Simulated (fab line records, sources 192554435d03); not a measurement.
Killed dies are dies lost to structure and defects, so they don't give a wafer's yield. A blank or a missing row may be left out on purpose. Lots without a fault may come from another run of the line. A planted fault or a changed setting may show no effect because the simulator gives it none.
fab line records | flow n5_finfet
record lots=22 wafers=66 last_day=19
route steps=1938 shown BEOL_M11@1595 BEOL_M12@1636 BEOL_M13@1676 BEOL_M15@1812
lots that met no fault: from a run of the same line without faults
start_h: hours from the record's first day to the start of the lot's first wafer shown | wait_h: hours since the lot's step before | " the same as in the row above | L1.1+2: a row that stands for several wafers | - no value, or no start given | * or withheld: withheld | < > ~ a bound
route shown NAME@n: a module of which the file shows steps, and the number in the route of the first | usual: mean/standard deviation of fault-free wafers | same: alike in all rows | chamber/n: place in a boat | sites: the reading at each site | _std_site: their standard deviation | _edge_site: outer sites' mean less inner sites' | radius_mm: how far each site lies from the wafer's centre | mask NAME#n: copy n | behind: the tool/chamber that last shaped the wafer | hold: why the lot was held/for how many hours/how that ended | device: the transistor (n, p or np) that didn't switch | end of line: the same wafers' tests at the end of the route | a step without rows: its recipe alone | killed: dies lost to structure and defects at the first sort, not the wafer's yield | map: a wafer's dies, x killed, . not, _ none there
set.NAME: the setting as run; set.NAME@STEP: as run at that earlier step | model.NAME: the simulator's own value behind a step, which no gauge read
steps of the route over a sample of lots; a table a step, a row a wafer
services: from which hour (start_h, from the record's first day; less than 0 if before it) a tool's chamber was out of use, for how many hours, and why
## steps
# step N5_BEOL_M11_ANNEAL_51
# recipe temp_c=225 time_s=90 ambient=N2
# usual wafer_temp_C_max=226.3/0.42
# same time_s=90
# columns lot.wafer tool chamber start_h wait_h wafer_temp_C_max
L074.1 rtp_anneal-02 0 242.78 0.1 226.6
L074.2 " 0 " " 226.6
L074.3 " 0 " " 226.6
L075.1 rtp_anneal-01 0 253.20 0.1 225.8
L075.4 " 0 " " 226.2
L075.5 " 0 " " 225.9
L076.1 rtp_anneal-01 0 261.82 0.2 226.2
L076.5 " 0 " " 226.3
L076.6 " 0 " " 226.0
L079.3 rtp_anneal-02 0 267.94 0.5 226.4
L079.4 " 0 " " 226.3
L079.6 " 0 " " 226.3
L077.2 rtp_anneal-02 0 277.35 0.1 226.8
L077.3 " 0 " " 226.4
L077.6 " 0 " " 226.9
L080.1 rtp_anneal-01 0 298.05 0.5 225.9
L080.2 " 0 " " 225.8
L080.6 " 0 " " 225.9
L082.1 rtp_anneal-01 0 302.02 0.4 225.5
L082.2 " 0 " " 226.0
L082.6 " 0 " " 225.6
L081.1 rtp_anneal-01 0 309.54 0.4 226.1
L081.3 " 0 " " 225.8
L081.6 " 0 " " 226.0
L086.1 rtp_anneal-01 0 320.93 0.7 226.3
L086.4 " 0 " " 226.3
L086.5 " 0 " " 225.7
L085.1 rtp_anneal-02 0 333.81 0.7 226.4
L085.2 " 0 " " 226.6
L085.6 " 0 " " 226.7
L083.1 rtp_anneal-01 0 336.59 0.3 226.3
L083.3 " 0 " " 226.1
L083.5 " 0 " " 226.3
L088.1 rtp_anneal-01 0 341.96 1.3 225.9
L088.2 " 0 " " 226.0
L088.5 " 0 " " 225.9
L087.1 rtp_anneal-01 0 345.23 0.2 225.7
L087.5 " 0 " " 226.3
L087.6 " 0 " " 225.7
L089.1 rtp_anneal-02 0 345.83 0.6 227.1
L089.2 " 0 " " 226.8
L089.5 " 0 " " 226.8
L090.1 rtp_anneal-01 0 351.20 0.1 226.4
L090.4 " 0 " " 226.0
L090.5 " 0 " " 225.7
L091.3 rtp_anneal-01 0 368.97 0.3 225.7
L091.4 " 0 " " 226.7
L091.5 " 0 " " 226.1
L093.3 rtp_anneal-02 0 374.51 0.3 227.6
L093.5 " 0 " " 227.2
L093.6 " 0 " " 226.9
L094.1 rtp_anneal-02 0 375.95 1.2 226.9
L094.2 " 0 " " 227.0
L094.4 " 0 " " 227.9
L092.1 rtp_anneal-01 0 376.58 0.2 226.0
L092.3 " 0 " " 226.1
L092.5 " 0 " " 225.8
L095.2 rtp_anneal-01 0 379.93 0.5 225.6
L095.5 " 0 " " 226.0
L095.6 " 0 " " 225.6
L096.1 rtp_anneal-02 0 397.50 0.4 226.2
L096.2 " 0 " " 227.0
L096.3 " 0 " " 226.6
L097.2 rtp_anneal-02 0 408.72 0.2 226.2
L097.4 " 0 " " 226.0
L097.6 " 0 " " 225.8
# step N5_BEOL_M12_ETCH_67
# recipe chemistry=CF4 target=SiARC target_depth_a=1430 time_s=238.3 ion_energy_ev=80 pressure_mtorr=40 source_w=545 bias_w=36 Ar_flow_sccm=100 cf4_flow_sccm=100 ends=cleared
# usual drypump_motor_current_A=5.9/0.37 etch_rf_on_time_s=238/3.1 oes_product_au=0.69/0.071 rf_vpp_V=184.3/1.4 showerhead_plenum_p_Torr=2.17/0.096 throttle_valve_pct=15.53/0.21
# columns lot.wafer tool chamber start_h wait_h drypump_motor_current_A etch_rf_on_time_s oes_product_au rf_hours_counter_h rf_vpp_V showerhead_plenum_p_Torr throttle_valve_pct
L074.1 rie_diel-04 0 245.42 0.0 6.4 231 0.74 68 185.3 2.26 15.38
L074.2 " 1 " " 6.1 239 0.61 238 183.5 2.03 15.57
L074.3 " 3 " " 6.0 234 0.61 224 183.2 2.11 15.60
L075.1 rie_diel-05 1 255.65 0.0 5.4 238 0.62 164 182.5 1.98 15.82
L075.4 " 0 " " 5.5 234 0.64 190 184.2 2.21 15.50
L075.5 " 1 " " 5.4 239 0.63 - 180.9 1.98 15.81
L076.1 rie_diel-02 2 264.55 0.0 6.4 234 0.80 18 183.3 2.10 15.36
L076.5 " 3 " " 5.9 242 0.61 - 185.4 2.20 15.52
L076.6 " 2 " " 6.4 233 0.81 - 183.7 2.10 15.37
L079.3 rie_diel-05 3 270.23 0.0 6.3 239 0.79 8 184.6 2.19 15.39
L079.4 " 2 " " 5.8 238 0.73 - 184.8 2.27 15.49
L079.6 " 3 " " 6.3 237 0.80 - 184.6 2.19 15.39
L077.2 rie_diel-02 3 279.88 0.0 5.9 243 0.60 223 184.9 2.20 15.53
L077.3 " 0 " " 5.3 238 0.69 75 185.8 2.25 15.36
L077.6 " 2 " " 6.4 237 0.78 - 182.9 2.10 15.38
L080.1 rie_diel-05 2 300.62 0.0 5.8 238 0.73 52 184.9 2.27 15.52
L080.2 " 0 " " 5.5 240 0.62 200 184.6 2.20 15.51
L080.6 " 2 " " 5.8 239 0.72 - 186.3 2.27 15.52
L082.1 rie_diel-04 3 304.55 0.0 6.0 237 0.60 245 183.1 2.10 15.63
L082.2 " 2 " " 6.1 240 0.69 104 184.0 2.08 15.83
L082.6 " 2 " " 6.1 239 0.69 - 182.1 2.08 15.84
L081.1 rie_diel-05 2 311.92 0.0 5.8 237 0.72 57 185.7 2.26 15.53
L081.3 " 1 " " 5.4 242 0.61 181 181.0 1.97 15.85
L081.6 " 1 " " 5.4 240 0.62 - 181.6 1.97 15.85
L086.1 rie_diel-02 2 323.62 0.0 6.4 236 0.77 38 184.0 2.09 15.39
L086.4 " 0 " " 5.3 237 0.67 - 185.1 2.24 15.39
L086.5 " 1 " " 5.5 242 0.64 - 184.9 2.24 15.67
L085.1 rie_diel-02 2 336.42 0.0 6.4 235 0.76 43 182.9 2.09 15.40
L085.2 " 0 " " 5.3 234 0.68 94 184.5 2.24 15.39
L085.6 " 1 " " 5.5 241 0.64 - 184.9 2.24 15.66
L083.1 rie_diel-02 1 339.02 0.0 5.5 241 0.64 142 185.2 2.24 15.67
L083.3 " 0 " " 5.3 234 0.67 95 184.4 2.24 15.39
L083.5 " 3 " " 5.9 240 0.59 - 186.6 2.19 15.56
L088.1 rie_diel-05 0 344.54 0.0 5.5 236 0.62 217 184.1 2.20 15.56
L088.2 " 1 " " 5.4 237 0.61 193 183.4 1.97 15.88
L088.5 " 0 " " 5.5 235 0.62 - 184.7 2.20 15.55
L087.1 rie_diel-04 1 347.52 0.0 6.1 234 0.80 21 185.1 2.27 15.17
L087.5 " 1 " " 6.1 236 0.81 - 184.4 2.27 15.17
L087.6 " 2 " " 6.1 237 0.68 - 182.8 2.07 15.86
L089.1 rie_diel-02 2 348.52 0.0 6.4 238 0.75 47 183.6 2.09 15.40
L089.2 " 0 " " 5.3 236 0.67 98 185.4 2.24 15.38
L089.5 " 0 " " 5.3 238 0.66 - 185.9 2.24 15.40
L090.1 rie_diel-05 0 353.69 0.0 5.5 239 0.61 221 185.3 2.20 15.56
L090.4 " 3 " " 6.3 237 0.75 33 184.2 2.18 15.44
L090.5 " 2 " " 5.8 240 0.70 - 186.1 2.26 15.56
L091.3 rie_diel-04 3 371.32 0.0 6.0 232 0.81 10 185.1 2.10 15.16
L091.4 " 1 " " 6.1 231 0.78 30 185.0 2.26 15.16
L091.5 " 3 " " 6.0 232 0.79 - 183.8 2.10 15.16
L093.3 rie_diel-02 3 376.97 0.0 5.9 240 0.59 252 184.8 2.19 15.60
L093.5 " 1 " " 5.5 240 0.64 - 184.2 2.24 15.69
L093.6 " 2 " " 6.4 233 0.75 - 185.2 2.08 15.43
L094.1 rie_diel-05 1 378.71 0.0 5.4 240 0.59 207 182.3 1.96 15.91
L094.2 " 0 " " 5.5 240 0.61 231 184.8 2.19 15.58
L094.4 " 3 " " 6.3 236 0.75 42 184.3 2.18 15.46
L092.1 rie_diel-04 1 378.95 0.0 6.1 236 0.78 33 185.3 2.26 15.20
L092.3 " 2 " " 6.1 237 0.67 130 183.0 2.07 15.89
L092.5 " 1 " " 6.1 236 0.78 - 185.3 2.26 15.18
L095.2 rie_diel-04 2 382.13 0.0 6.1 241 0.66 130 183.1 2.07 15.88
L095.5 " 2 " " 6.1 239 0.67 - 183.8 2.07 15.88
L095.6 " 1 " " 6.1 236 0.78 - 185.6 2.26 15.18
L096.1 rie_diel-05 3 400.70 0.0 6.3 239 0.72 51 184.8 2.18 15.48
L096.2 " 1 " " 5.4 243 0.59 215 181.7 1.96 15.91
L096.3 " 2 " " 5.8 242 0.67 92 186.3 2.25 15.60
L097.2 rie_diel-04 1 411.15 0.0 6.1 238 0.76 45 185.9 2.26 15.21
L097.4 " 2 " " 6.0 240 0.66 - 182.2 2.07 15.92
L097.6 " 3 " " 6.0 237 0.77 - 183.1 2.09 15.20
# step N5_BEOL_M12_OCD_MEAS_35
# usual trench_depth_nm=318/4.2
# columns lot.wafer tool chamber start_h wait_h trench_depth_nm
L074.1 ocd-01 - 245.91 0.0 326
L074.2 " - " " 318
L074.3 " - " " 322
L075.1 ocd-02 - 256.13 0.0 316
L075.4 " - " " 313
L075.5 " - " " 319
L076.1 ocd-01 - 265.03 0.0 323
L076.5 " - " " 312
L076.6 " - " " 321
L079.3 ocd-02 - 270.72 0.0 318
L079.4 " - " " 318
L079.6 " - " " 318
L077.2 ocd-01 - 280.36 0.0 313
L077.3 " - " " 325
L077.6 " - " " 320
L080.1 ocd-02 - 301.11 0.0 320
L080.2 " - " " 313
L080.6 " - " " 318
L082.1 ocd-01 - 305.03 0.0 316
L082.2 " - " " 316
L082.6 " - " " 317
L081.1 ocd-02 - 312.40 0.0 321
L081.3 " - " " 322
L081.6 " - " " 322
L086.1 ocd-01 - 324.10 0.0 321
L086.4 " - " " 325
L086.5 " - " " 314
L085.1 ocd-02 - 336.90 0.0 319
L085.2 " - " " 322
L085.6 " - " " 313
L083.1 ocd-02 - 339.50 0.0 318
L083.3 " - " " 326
L083.5 " - " " 316
L088.1 ocd-01 - 345.02 0.0 311
L088.2 " - " " 312
L088.5 " - " " 314
L087.1 ocd-01 - 348.01 0.0 319
L087.5 " - " " 320
L087.6 " - " " 315
L089.1 ocd-01 - 349.00 0.0 321
L089.2 " - " " 320
L089.5 " - " " 322
L090.1 ocd-02 - 354.18 0.0 310
L090.4 " - " " 316
L090.5 " - " " 319
L091.3 ocd-02 - 371.80 0.0 321
L091.4 " - " " 324
L091.5 " - " " 319
L093.3 ocd-01 - 377.46 0.0 311
L093.5 " - " " 312
L093.6 " - " " 322
L094.1 ocd-01 - 379.20 0.0 317
L094.2 " - " " 312
L094.4 " - " " 318
L092.1 ocd-02 - 379.43 0.0 322
L092.3 " - " " 314
L092.5 " - " " 324
L095.2 ocd-02 - 382.61 0.0 323
L095.5 " - " " 319
L095.6 " - " " 326
L096.1 ocd-02 - 401.18 0.0 319
L096.2 " - " " 318
L096.3 " - " " 319
L097.2 ocd-01 - 411.64 0.0 326
L097.4 " - " " 321
L097.6 " - " " 322
# step N5_BEOL_M12_CMP_49
# recipe stop_on=SiOC t_overpolish_s=20.6 down_force_psi=1 platen_rpm=50 clearing_platen_down_force_psi=1.5 clearing_platen_rpm=50 post_cmp_clean=cu_alkaline target_thk_nm=320 clearing_platen_pad_velocity_m_s=0.99484 pad_velocity_m_s=0.99484
# usual barrier_field_endpoint_s=30.4/0.53 edge_zone_pressure_frac=1.000/0.0055 head_pressure_psi=1.0001/0.0024 motor_current_A=5.9/0.5 overpolish_run_s=20.601/0.0084
# columns lot.wafer tool chamber start_h wait_h barrier_field_endpoint_s edge_zone_pressure_frac head_pressure_psi motor_current_A overpolish_run_s
L074.1 cmp-01 2 253.19 0.3 29.6 1.010 0.9958 5.6 20.598
L074.2 " 3 " " 30.0 0.995 0.9984 4.8 20.597
L074.3 " 0 " " 29.2 0.992 1.0007 5.7 20.616
L075.4 cmp-01 1 259.29 0.2 30.3 1.006 0.9980 6.5 20.610
L075.1 " 2 " " 29.8 1.016 1.0022 5.5 20.611
L075.5 " 1 " " 30.5 0.997 1.0001 6.9 20.622
L076.1 cmp-02 1 267.47 0.3 30.9 0.991 1.0020 5.5 20.595
L076.6 " 0 " " 30.7 1.002 0.9995 5.5 20.601
L076.5 " 1 " " 31.0 0.996 1.0017 5.3 20.606
L079.4 cmp-01 2 272.29 0.2 29.5 1.002 1.0005 5.8 20.599
L079.3 " 3 " " 29.0 1.005 1.0004 5.2 20.594
L079.6 " 1 " " 29.6 1.007 1.0001 6.4 20.600
L077.3 cmp-02 2 288.30 0.2 30.7 0.994 0.9991 6.2 20.590
L077.2 " 3 " " 30.8 1.004 0.9981 5.8 20.587
L077.6 " 2 " " 30.6 1.009 0.9992 6.5 20.586
L080.2 cmp-03 0 303.50 0.2 30.4 0.999 0.9990 6.5 20.609
L080.1 " 3 " " 29.8 0.999 1.0002 6.0 20.607
L080.6 " 1 " " 30.7 0.997 1.0044 6.2 20.605
L082.1 cmp-02 1 308.15 0.3 29.4 0.995 1.0020 5.5 20.625
L082.2 " 0 " " 29.6 1.006 1.0025 5.7 20.589
L082.6 " 2 " " 29.7 0.999 0.9983 6.6 20.590
L081.3 cmp-02 3 316.45 0.2 30.5 0.998 1.0011 5.8 20.599
L081.1 " 0 " " 30.3 1.007 1.0004 5.8 20.598
L081.6 " 2 " " 30.2 1.004 0.9945 6.5 20.597
L086.1 cmp-03 3 326.60 0.3 31.3 0.996 0.9990 5.5 20.598
L086.4 " 0 " " 30.2 0.999 0.9949 6.3 20.612
L086.5 " 2 " " 30.7 1.009 0.9939 6.2 20.600
L085.2 cmp-03 1 342.08 0.3 30.8 0.996 0.9996 6.1 20.612
L085.1 " 2 " " 30.9 1.007 0.9982 6.7 20.599
L085.6 " 0 " " 31.5 1.003 0.9989 6.3 20.604
L083.1 cmp-01 0 342.58 0.5 30.7 1.001 1.0006 5.6 20.592
L083.3 " 1 " " 29.7 0.994 1.0044 6.4 20.608
L083.5 " 1 " " 30.8 0.990 1.0053 6.5 20.608
L088.2 cmp-01 0 346.99 0.4 29.8 1.004 0.9979 5.8 20.610
L088.1 " 1 " " 29.6 0.996 1.0023 7.0 20.617
L088.5 " 0 " " 29.9 1.003 1.0037 5.7 20.603
L089.2 cmp-02 0 355.75 0.2 30.3 0.996 1.0009 5.6 20.602
L089.1 " 1 " " 29.6 1.003 1.0010 5.3 20.596
L089.5 " 0 " " 30.0 1.003 0.9998 5.9 20.605
L087.1 cmp-01 1 355.88 0.5 30.4 0.996 0.9989 6.6 20.602
L087.6 " 1 " " 31.0 0.993 1.0005 6.5 20.589
L087.5 " 2 " " 30.7 0.995 1.0021 5.7 20.603
L090.4 cmp-02 3 356.02 0.2 30.5 1.000 1.0028 6.0 20.599
L090.1 " 1 " " 29.7 0.991 0.9983 5.6 20.615
L090.5 " 3 " " 30.0 0.998 1.0039 5.8 20.592
L091.4 cmp-01 0 374.52 0.2 30.7 0.998 1.0011 5.6 20.598
L091.3 " 1 " " 31.3 1.007 1.0007 6.8 20.607
L091.5 " 3 " " 30.7 0.997 0.9983 5.2 20.590
L093.3 cmp-02 0 383.99 0.2 30.4 1.002 1.0041 5.7 20.607
L093.5 " 2 " " 31.3 1.011 1.0037 5.9 20.604
L093.6 " 3 " " 30.7 0.998 1.0012 6.1 20.599
L094.2 cmp-03 0 384.83 0.4 30.4 0.998 0.9993 6.8 20.616
L094.1 " 1 " " 29.6 1.000 1.0011 6.4 20.597
L094.4 " 2 " " 30.1 1.000 1.0039 6.5 20.603
L092.3 cmp-03 0 386.11 0.2 30.8 0.998 1.0013 6.8 20.596
L092.1 " 2 " " 30.9 0.993 0.9994 6.5 20.611
L092.5 " 3 " " 30.1 1.005 0.9983 5.7 20.603
L095.2 cmp-02 3 388.38 0.5 30.9 0.998 1.0011 5.9 20.600
L095.5 " 1 " " 30.1 0.996 1.0019 5.6 20.605
L095.6 " 2 " " 29.8 1.003 0.9991 6.6 20.605
L096.1 cmp-01 0 403.98 0.3 30.6 0.995 1.0024 5.6 20.595
L096.3 " 1 " " 30.4 1.006 0.9993 7.1 20.603
L096.2 " 3 " " 30.6 0.996 1.0005 4.8 20.603
L097.4 cmp-02 1 416.44 0.2 31.0 0.995 1.0005 5.5 20.602
L097.2 " 2 " " 31.6 1.007 1.0017 6.3 20.607
L097.6 " 3 " " 31.1 0.997 0.9981 5.9 20.621
# step N5_BEOL_M13_STRIP_64
# recipe chemistry=N2/H2 power_w=1000 temp_c=250 h2_frac=0.65 overash_fraction=0.3 pressure_mtorr=withheld n2_flow_sccm=1750 h2_flow_sccm=3250
# usual drypump_motor_current_A=5.34/0.26 heater_power_w=349/16 oes_product_au=0.715/0.0044 strip_time_to_endpoint_s=31.31/0.077 temp_c=250.04/0.17
# columns lot.wafer tool chamber start_h wait_h drypump_motor_current_A heater_power_w oes_product_au rf_hours_counter_h strip_time_to_endpoint_s temp_c
L074.1 plasma_asher-01 0 254.73 0.0 5.00 332 0.717 122 31.37 250.11
L074.2 " 1 " " 5.62 359 0.718 122 31.34 250.08
L074.3 " 1 " " 5.62 360 0.714 - 31.31 249.91
L075.1 plasma_asher-02 1 260.66 0.0 5.51 351 0.711 70 31.38 250.11
L075.4 " 1 " " 5.53 360 0.711 - 31.35 250.13
L075.5 " 1 " " 5.51 361 0.713 - 31.33 250.16
L076.1 plasma_asher-01 0 268.84 0.0 5.02 329 0.719 125 31.35 249.87
L076.5 " 1 " " 5.62 369 0.713 - 31.31 250.22
L076.6 " 0 " " 5.01 332 0.710 - 31.30 250.09
L079.3 plasma_asher-01 0 273.64 0.0 5.04 330 0.713 - 31.28 250.11
L079.4 " 1 " " 5.62 364 0.712 - 31.29 250.28
L079.6 " 1 " " 5.65 369 0.710 - 31.28 250.17
L077.2 plasma_asher-02 1 289.68 0.0 5.52 355 0.722 75 31.32 250.02
L077.3 " 1 " " 5.52 360 0.716 - 31.26 250.09
L077.6 " 1 " " 5.53 359 0.717 - 31.34 250.05
L080.1 plasma_asher-01 0 305.07 0.0 5.02 317 0.717 133 31.30 250.12
L080.2 " 1 " " 5.62 357 0.710 133 31.24 250.00
L080.6 " 0 " " 5.01 338 0.716 - 31.30 249.89
L082.1 plasma_asher-01 0 309.69 0.0 4.99 337 0.712 134 31.33 250.10
L082.2 " 1 " " 5.67 367 0.717 134 31.35 250.14
L082.6 " 1 " " 5.64 356 0.714 - 31.33 250.27
L081.1 plasma_asher-02 1 318.03 0.0 5.51 354 0.718 80 31.41 249.70
L081.3 " 1 " " 5.52 362 0.713 - 31.32 250.03
L081.6 " 1 " " 5.52 356 0.714 - 31.27 249.85
L086.1 plasma_asher-01 1 328.11 0.0 5.59 364 0.710 137 31.13 249.88
L086.4 " 1 " " 5.62 366 0.717 - 31.19 249.93
L086.5 " 0 " " 5.00 337 0.716 - 31.18 250.09
L085.1 plasma_asher-02 1 343.42 0.0 5.52 361 0.716 84 31.49 249.77
L085.2 " 0 " " 5.22 340 0.710 84 31.45 249.74
L085.6 " 1 " " 5.52 358 0.717 - 31.45 249.97
L083.1 plasma_asher-01 1 344.03 0.0 5.65 366 0.714 140 31.18 249.98
L083.3 " 0 " " 5.00 326 0.717 - 31.18 249.99
L083.5 " 0 " " 4.96 326 0.712 - 31.21 250.06
L088.1 plasma_asher-02 0 348.39 0.0 5.23 339 0.720 86 31.32 249.97
L088.2 " 1 " " 5.52 364 0.714 86 31.40 250.31
L088.5 " 1 " " 5.51 363 0.724 - 31.31 250.43
L089.1 plasma_asher-01 1 357.12 0.0 5.63 375 0.715 143 31.24 250.30
L089.2 " 0 " " 5.01 328 0.708 143 31.39 249.91
L089.5 " 0 " " 5.02 322 0.719 - 31.36 249.71
L087.1 plasma_asher-02 0 357.41 0.0 5.22 340 0.718 87 31.26 250.13
L087.5 " 1 " " 5.52 361 0.717 - 31.37 249.91
L087.6 " 0 " " 5.23 342 0.718 - 31.33 249.96
L090.1 plasma_asher-01 1 357.57 0.0 5.64 371 0.708 143 31.29 250.14
L090.4 " 1 " " 5.65 370 0.715 - 31.18 250.21
L090.5 " 1 " " 5.65 364 0.715 - 31.22 250.10
L091.3 plasma_asher-02 0 376.01 0.0 5.19 343 0.718 - 31.16 250.26
L091.4 " 1 " " 5.53 356 0.718 - 31.27 250.23
L091.5 " 0 " " 5.21 332 0.713 - 31.20 249.93
L093.3 plasma_asher-01 1 385.43 0.0 5.62 366 0.726 - 31.36 250.42
L093.5 " 1 " " 5.61 357 0.714 - 31.35 249.98
L093.6 " 0 " " 5.02 331 0.707 - 31.33 249.71
L094.1 plasma_asher-01 1 386.19 0.0 5.62 361 0.714 148 31.29 250.22
L094.2 " 0 " " 5.00 336 0.720 148 31.27 249.87
L094.4 " 1 " " 5.66 361 0.714 - 31.39 250.28
L092.1 plasma_asher-02 1 387.69 0.0 5.53 361 0.717 92 31.29 250.03
L092.3 " 0 " " 5.21 336 0.714 - 31.29 249.83
L092.5 " 0 " " 5.20 335 0.707 - 31.29 249.76
L095.2 plasma_asher-02 0 390.00 0.0 5.19 344 0.713 93 31.38 249.90
L095.5 " 0 " " 5.21 338 0.714 - 31.45 249.71
L095.6 " 1 " " 5.53 363 0.709 - 31.45 250.31
L096.1 plasma_asher-02 1 405.51 0.0 5.51 362 0.712 97 31.38 250.15
L096.2 " 0 " " 5.20 341 0.708 97 31.38 250.21
L096.3 " 0 " " 5.21 334 0.713 - 31.40 250.21
L097.2 plasma_asher-02 0 417.90 0.0 5.19 340 0.722 99 31.32 250.03
L097.4 " 1 " " 5.51 370 0.718 - 31.39 250.23
L097.6 " 1 " " 5.51 366 0.713 - 31.35 250.00
# step N5_BEOL_M15_STRIP_62
# recipe chemistry=O2 power_w=600 temp_c=60 pressure_mtorr=30 rf_frequency_hz=6e+07 bias_power_w=0 overash_fraction=0.3 o2_flow_sccm=225
# usual drypump_motor_current_A=5.55/0.28 o2_flow_sccm=224.9/0.68 oes_product_au=0.80/0.093 rf_vpp_V=3.7/0.46 showerhead_plenum_p_Torr=2.08/0.074 temp_c=60.00/0.11 throttle_valve_pct=16.58/0.24
# columns lot.wafer tool chamber start_h wait_h drypump_motor_current_A o2_flow_sccm oes_product_au rf_hours_counter_h rf_vpp_V showerhead_plenum_p_Torr temp_c throttle_valve_pct
L074.1 rie_diel-01 1 - - 5.60 225.7 0.69 240 4.1 2.15 60.03 16.80
L074.2 " 0 " " 5.07 224.9 0.81 96 3.4 2.12 59.96 16.88
L074.3 " 3 " " 5.67 225.9 0.74 155 3.7 2.01 60.13 16.38
L075.1 rie_diel-01 0 - - 5.07 224.5 0.80 97 4.2 2.12 59.94 16.84
L075.4 " 3 " " 5.66 224.4 0.75 157 3.8 2.01 59.91 16.40
L075.5 " 3 " " 5.66 225.7 0.75 - 4.6 2.01 59.96 16.41
L076.1 rie_diel-01 1 - - 5.57 225.1 0.69 243 2.8 2.15 59.77 16.82
L076.5 " 1 " " 5.56 224.8 0.69 - 3.1 2.15 59.85 16.83
L076.6 " 2 " " 5.68 223.6 0.69 - 4.0 2.07 60.16 16.91
L079.3 rie_diel-01 1 - - 5.60 226.0 0.69 246 3.2 2.15 60.00 16.84
L079.4 " 2 " " 5.68 224.4 0.70 - 3.9 2.06 60.05 16.92
L079.6 " 1 " " 5.60 224.4 0.68 - 3.3 2.15 60.18 16.83
L077.2 rie_diel-03 1 - - 5.21 224.9 0.75 176 3.5 1.92 60.06 16.48
L077.3 " 3 " " 5.71 224.0 0.96 6 3.0 2.07 60.01 16.56
L077.6 " 0 " " 5.54 225.4 0.69 - 3.6 2.06 60.05 16.64
L080.1 rie_diel-06 0 - - 5.48 224.0 0.83 93 3.8 2.12 59.99 16.45
L080.2 " 1 " " 5.95 225.0 0.85 70 3.4 2.12 60.18 16.41
L080.6 " 2 " " 5.91 223.9 0.75 - 3.7 2.19 60.07 16.45
L082.1 rie_diel-06 2 - - 5.96 224.5 0.76 143 3.4 2.19 59.99 16.45
L082.2 " 1 " " 5.95 224.8 0.85 72 3.3 2.12 59.99 16.41
L082.6 " 0 " " 5.44 224.7 0.83 - 3.3 2.12 59.91 16.45
L081.1 rie_diel-06 0 - - 5.48 224.5 0.82 99 4.6 2.12 59.90 16.45
L081.3 " 1 " " 5.97 225.4 0.83 76 3.6 2.12 59.88 16.42
L081.6 " 0 " " 5.46 224.8 0.82 - 3.7 2.12 60.19 16.45
L086.1 rie_diel-01 3 - - 5.65 226.1 0.71 182 4.2 2.00 60.21 16.44
L086.4 " 3 " " 5.66 226.4 0.72 - 3.8 2.00 60.05 16.42
L086.5 " 2 " " 5.68 224.1 0.96 - 3.6 2.06 59.94 16.44
L085.1 rie_diel-01 1 - - 5.61 225.1 0.98 3 3.6 2.15 60.05 16.38
L085.2 " 2 " " 5.69 223.8 0.95 10 3.7 2.06 60.05 16.47
L085.6 " 3 " " 5.65 224.6 0.72 - 4.8 2.00 60.02 16.44
L083.1 rie_diel-01 0 - - 5.07 225.5 0.78 121 4.1 2.11 60.04 16.89
L083.3 " 2 " " 5.68 225.7 0.95 10 3.4 2.06 60.03 16.47
L083.5 " 0 " " 5.09 224.1 0.78 - 3.7 2.11 59.99 16.89
L088.1 rie_diel-06 0 - - 5.44 224.2 0.82 108 4.2 2.12 59.96 16.47
L088.2 " 1 " " 5.98 225.2 0.84 85 4.4 2.12 60.04 16.45
L088.5 " 0 " " 5.46 225.2 0.82 - 4.3 2.12 60.01 16.49
L089.1 rie_diel-06 1 - - 5.98 225.1 0.82 88 4.0 2.12 60.06 16.46
L089.2 " 3 " " 5.08 225.0 0.95 10 3.8 2.24 60.09 16.33
L089.5 " 0 " " 5.46 225.5 0.81 - 3.2 2.12 60.12 16.45
L087.1 rie_diel-01 1 - - 5.62 225.3 0.95 9 3.6 2.14 60.05 16.40
L087.5 " 2 " " 5.69 225.5 0.92 - 3.6 2.06 60.05 16.49
L087.6 " 3 " " 5.67 226.3 0.71 - 3.7 1.99 60.05 16.45
L090.1 rie_diel-06 0 - - 5.46 224.5 0.82 112 3.5 2.12 60.04 16.50
L090.4 " 1 " " 5.97 225.4 0.82 - 4.3 2.12 59.99 16.46
L090.5 " 0 " " 5.48 225.9 0.81 - 4.3 2.12 60.09 16.48
L091.3 rie_diel-03 3 - - 5.70 225.5 0.88 36 3.7 2.06 59.99 16.62
L091.4 " 0 " " 5.54 225.1 0.97 5 3.7 2.06 60.09 16.23
L091.5 " 1 " " 5.21 225.1 0.72 - 3.5 1.91 60.01 16.52
L093.3 rie_diel-01 1 - - 5.60 224.2 0.93 15 3.4 2.14 60.00 16.41
L093.5 " 2 " " 5.68 225.8 0.91 - 2.7 2.06 60.05 16.50
L093.6 " 3 " " 5.66 225.1 0.70 - 3.9 1.99 59.92 16.45
L094.1 rie_diel-03 3 - - 5.69 224.9 0.88 38 4.1 2.05 60.06 16.64
L094.2 " 2 " " 5.28 224.8 0.69 237 3.4 2.07 59.78 17.27
L094.4 " 0 " " 5.57 224.5 0.96 7 3.7 2.06 60.06 16.23
L092.1 rie_diel-06 2 - - 5.93 225.3 0.74 161 3.1 2.18 60.13 16.49
L092.3 " 3 " " 5.09 224.4 0.92 19 3.2 2.23 60.16 16.34
L092.5 " 1 " " 5.96 224.9 0.81 - 3.8 2.11 60.06 16.45
L095.2 rie_diel-01 3 - - 5.65 225.7 0.71 201 3.8 1.99 60.06 16.48
L095.5 " 3 " " 5.66 225.9 0.71 - 4.5 1.99 60.02 16.48
L095.6 " 2 " " 5.66 226.5 0.91 - 3.7 2.05 59.98 16.50
L096.1 rie_diel-01 1 - - 5.60 225.5 0.92 23 3.5 2.14 60.13 16.43
L096.2 " 3 " " 5.67 225.2 0.71 205 3.8 1.99 60.07 16.48
L096.3 " 0 " " 5.07 224.7 0.77 138 3.9 2.10 60.15 16.93
L097.2 rie_diel-01 3 - - 5.67 224.7 0.70 208 2.6 1.99 60.00 16.48
L097.4 " 2 " " 5.69 224.7 0.89 32 3.7 2.05 59.95 16.52
L097.6 " 1 " " 5.59 224.3 0.90 - 3.5 2.14 60.01 16.43
## services
# columns tool chamber start_h hours kind
rie_diel-05 3 226.36 1.8 repair
cmp-02 - 227.28 4.0 pm
cmp-01 - 237.79 4.0 pm
cmp-02 - 248.20 7.1 repair
rie_diel-05 0 267.67 7.6 repair
rie_diel-06 2 269.26 3.9 repair
rie_diel-01 0 275.92 17.7 repair
cmp-02 - 278.99 1.1 repair
cmp-02 - 289.69 5.1 repair
plasma_asher-02 - 293.29 0.9 repair
rie_diel-02 3 321.37 8.5 repair
rtp_anneal-01 - 326.99 4.0 pm
cmp-02 - 336.76 0.9 repair
rie_diel-05 3 337.33 15.2 repair
cmp-01 - 343.50 0.9 repair
rie_diel-06 0 356.11 2.4 repair
rie_diel-02 1 356.92 13.5 repair
rie_diel-01 0 358.70 5.0 repair
rie_diel-01 0 367.00 3.0 repair
rie_diel-06 2 374.77 20.6 repair
rie_diel-04 0 404.31 19.7 repair
cmp-02 - 406.27 0.6 repair
rie_diel-06 3 411.55 5.7 repair
cmp-02 - 412.07 1.2 repair
## key
fault none
